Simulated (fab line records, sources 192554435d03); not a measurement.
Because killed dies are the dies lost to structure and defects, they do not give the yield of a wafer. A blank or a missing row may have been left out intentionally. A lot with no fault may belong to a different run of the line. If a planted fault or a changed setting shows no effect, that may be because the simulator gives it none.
The tool behind it: which one? :: flow n5-finfet :: 36 wafers from 12 lots sampled at 2 of the route's 1938 steps

WHAT THE GAUGES SHOWED, per wafer
N5_BEOL_M14_RS_MEAS_54: measures by four-point-probe.
lot: L075
measured: day 12 09:40
on: film-metro-01
M14_RS (ohm/sq): 0.0326 0.0337 0.0328

lot: L078
measured: day 13 03:16
on: film-metro-02
M14_RS (ohm/sq): 0.0337 0.0347 0.0350

lot: L081
measured: day 13 14:26
on: film-metro-01
M14_RS (ohm/sq): 0.0332 0.0327 0.0332

lot: L080
measured: day 14 01:58
on: film-metro-01
M14_RS (ohm/sq): 0.0331 0.0333 0.0335

lot: L084
measured: day 14 06:48
on: film-metro-02
M14_RS (ohm/sq): 0.0334 0.0323 0.0325

lot: L086
measured: day 14 15:50
on: film-metro-01
M14_RS (ohm/sq): 0.0334 0.0331 0.0349

lot: L090
measured: day 15 08:31
on: film-metro-01
M14_RS (ohm/sq): 0.0326 0.0330 0.0324

lot: L088
measured: day 15 20:16
on: film-metro-02
M14_RS (ohm/sq): 0.0354 0.0341 0.0351

lot: L092
measured: day 16 12:42
on: film-metro-01
M14_RS (ohm/sq): 0.0328 0.0335 0.0333

lot: L093
measured: day 16 16:35
on: film-metro-01
M14_RS (ohm/sq): 0.0333 0.0333 0.0331

lot: L096
measured: day 17 16:44
on: film-metro-01
M14_RS (ohm/sq): 0.0332 0.0327 0.0337

lot: L097
measured: day 17 22:29
on: film-metro-01
M14_RS (ohm/sq): 0.0322 0.0329 0.0322

TOOL THAT RAN EACH LOT (tool first, then ch and the chambers of the sampled wafers, then the start)
lot: L075
N5_BEOL_M14_SPUTTER_44: pvd-sputter-01, day 12 08:34

lot: L078
N5_BEOL_M14_SPUTTER_44: pvd-sputter-02, day 13 02:10

lot: L081
N5_BEOL_M14_SPUTTER_44: pvd-sputter-03, day 13 13:20

lot: L080
N5_BEOL_M14_SPUTTER_44: pvd-sputter-01, day 14 00:45

lot: L084
N5_BEOL_M14_SPUTTER_44: pvd-sputter-03, day 14 05:20

lot: L086
N5_BEOL_M14_SPUTTER_44: pvd-sputter-01, day 14 14:43

lot: L090
N5_BEOL_M14_SPUTTER_44: pvd-sputter-03, day 15 07:19

lot: L088
N5_BEOL_M14_SPUTTER_44: pvd-sputter-01, day 15 18:59

lot: L092
N5_BEOL_M14_SPUTTER_44: pvd-sputter-01, day 16 11:24

lot: L093
N5_BEOL_M14_SPUTTER_44: pvd-sputter-03, day 16 15:16

lot: L096
N5_BEOL_M14_SPUTTER_44: pvd-sputter-01, day 17 15:20

lot: L097
N5_BEOL_M14_SPUTTER_44: pvd-sputter-03, day 17 20:48
- N5_BEOL_M14_SPUTTER_44: material Ta, target thk 15 nm, time 24.19 s.

THE ANSWER, worked out from the rows above alone
Rule: the lots themselves supply what counts as usual. The widest of any qualifying gaps counts: lots, ordered by their means at a reading, are off when they make up no more than a third of the lots, leave a main group of 4 or more, and stand apart from it by 3 or more times the standard deviation of that group's means. A main group whose means are all the same, to the digits that the tables above print for the reading, isn't used. A lot without any number at a reading at which 4 lots or more have one is off too. The other lots that the step has rows for count as sound.
Nothing can be told from this: no lot is off at any reading shown.

WHAT THE SIMULATOR PUT IN
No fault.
